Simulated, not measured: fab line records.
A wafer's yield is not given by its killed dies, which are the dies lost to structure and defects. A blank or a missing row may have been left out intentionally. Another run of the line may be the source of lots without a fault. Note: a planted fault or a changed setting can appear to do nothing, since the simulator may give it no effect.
The same fault as seen by 3 desks	flow n5_finfet	each desk holds nothing but its own numbers, with what lay behind them at the end

== FOR THE TOOL OWNER'S DESK: rie_diel-04 ==
The tool's own readings at N5_SD_EPI_P_ETCHBACK_46 (etches SiNx in CH3F/O2, stops on SiO2, target depth 17.5 nm): means of the sampled wafers that have a number, for each lot that ran on this tool. A lot is out of limits, marked OUT, if its mean lies more than 4 standard deviations from the usual mean; the brackets give that distance.
Columns: A = CH3F_flow_sccm at N5_SD_EPI_P_ETCHBACK_46, usual 30.00 sccm; B = O2_flow_sccm at N5_SD_EPI_P_ETCHBACK_46, usual 20.00 sccm; C = drypump_motor_current_A at N5_SD_EPI_P_ETCHBACK_46, usual 5.8 A; D = oes_product_au at N5_SD_EPI_P_ETCHBACK_46, usual 0.67 a.u.; E = rf_vpp_V at N5_SD_EPI_P_ETCHBACK_46, usual 296 V; F = showerhead_plenum_p_Torr at N5_SD_EPI_P_ETCHBACK_46, usual 1.99 Torr; G = throttle_valve_pct at N5_SD_EPI_P_ETCHBACK_46, usual 16.42 %
lot	first seen here	A	B	C	D	E	F	G
L889	day 5 04:07	29.99	20.04	6.2	0.66	298	1.92	16.55
L894	day 6 07:22	30.02	19.97	6.1	0.63	298	1.94	16.60
L896	day 6 17:38	29.95	19.98	6.0	0.65	295	1.98	16.44
L899	day 7 11:02	30.02	19.97	6.0	0.65	295	1.98	16.45
Result from this desk: across the 4 lots, nothing is out of limits.

== THE DEFECT DESK ==
For each lot, the counts of the inspections along the route, averaged over the sampled wafers that have a number. A lot is out of limits, marked OUT, if its mean lies more than 4 standard deviations from the usual mean; the brackets give that distance.
Columns: A = raw_defect_count at N5_SPACER0_INSPECT_04, usual 142
lot	first seen here	A
L882	day 3 02:38	109
L886	day 3 23:41	137
L889	day 4 22:01	144
L894	day 6 02:13	141
L896	day 6 10:59	169
L897	day 6 18:22	121
L898	day 7 00:29	141
L899	day 7 05:17	169
L900	day 7 15:49	151
Result from this desk: across the 9 lots, nothing is out of limits.

== METROLOGY DESK ==
Means of the sampled wafers that have a number, per lot and without regard to the tool the lot ran on: this is what the gauges read. A lot is out of limits, marked OUT, if its mean lies more than 4 standard deviations from the usual mean; the brackets give that distance. Shown are 7 of the 11 readings it has, namely the first that went out of limits plus those furthest out on some lot.
Columns: A = thk_nm at N5_SD_EPI_P_EPI_MEAS_23, usual 60.7 nm; B = DIBL_N at N5_BEOL_M4_RC_MEAS_101, usual 36.0 mV/V; C = IOFF_N at N5_BEOL_M4_RC_MEAS_101, usual 0.16 nA/um; D = IOFF_P at N5_BEOL_M4_RC_MEAS_101, usual 0.21 nA/um; E = SS_N at N5_BEOL_M4_RC_MEAS_101, usual 71.4 mV/dec; F = SS_P at N5_BEOL_M4_RC_MEAS_101, usual 73.3 mV/dec; G = VT_P at N5_BEOL_M4_RC_MEAS_101, usual -251 mV
lot	first seen here	A	B	C	D	E	F	G
L882	day 3 11:07	61.0	37.2	0.17	0.25	71.4	73.6	-247
L886	day 4 08:43	61.4	34.1	0.16	0.23	70.6	72.4	-246
L889	day 5 07:12	60.2	35.2	0.15	0.20	71.5	73.6	-250
L894	day 6 10:30	60.6	36.1	0.14	0.21	71.4	73.1	-250
L896	day 6 20:46	59.1	36.8	0.17	0.22	71.8	73.5	-250
L897	day 7 04:02	0.9 (-46) OUT	-	-	-	-	-	-
L898	day 7 10:07	1.8 (-45) OUT	-	-	-	-	-	-
L899	day 7 14:11	61.1	34.8	0.12	0.15	70.8	72.4	-256
L900	day 8 00:14	61.8	37.6	0.18	0.23	71.9	73.4	-249
This desk's verdict: out of limits on L897, L898, starting with L897 at day 7 04:02 (thk_nm at N5_SD_EPI_P_EPI_MEAS_23). L882, L886, L889, L894, L896, L899, L900 stayed within limits.

== TAKEN TOGETHER ==
The metrology desk could have raised an alarm at day 7 04:02, on L897, L898.
Nothing out of limits was seen by the tool owner's desk.
No out-of-limits result turned up at the defect desk.
The tool owner's desk has no number on record for L897, L898.
The defect desk has L897, L898 on record, within its limits.
The lots listed all ran N5_SD_EPI_P_ETCHBACK_46 on rie_diel-04.

== WHAT THE SIMULATOR HAD INSERTED ==
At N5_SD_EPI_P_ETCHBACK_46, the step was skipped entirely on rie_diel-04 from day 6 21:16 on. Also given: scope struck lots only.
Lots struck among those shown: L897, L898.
Hours from the fault's start to each desk's first reading out of limits: the metrology desk, 7.
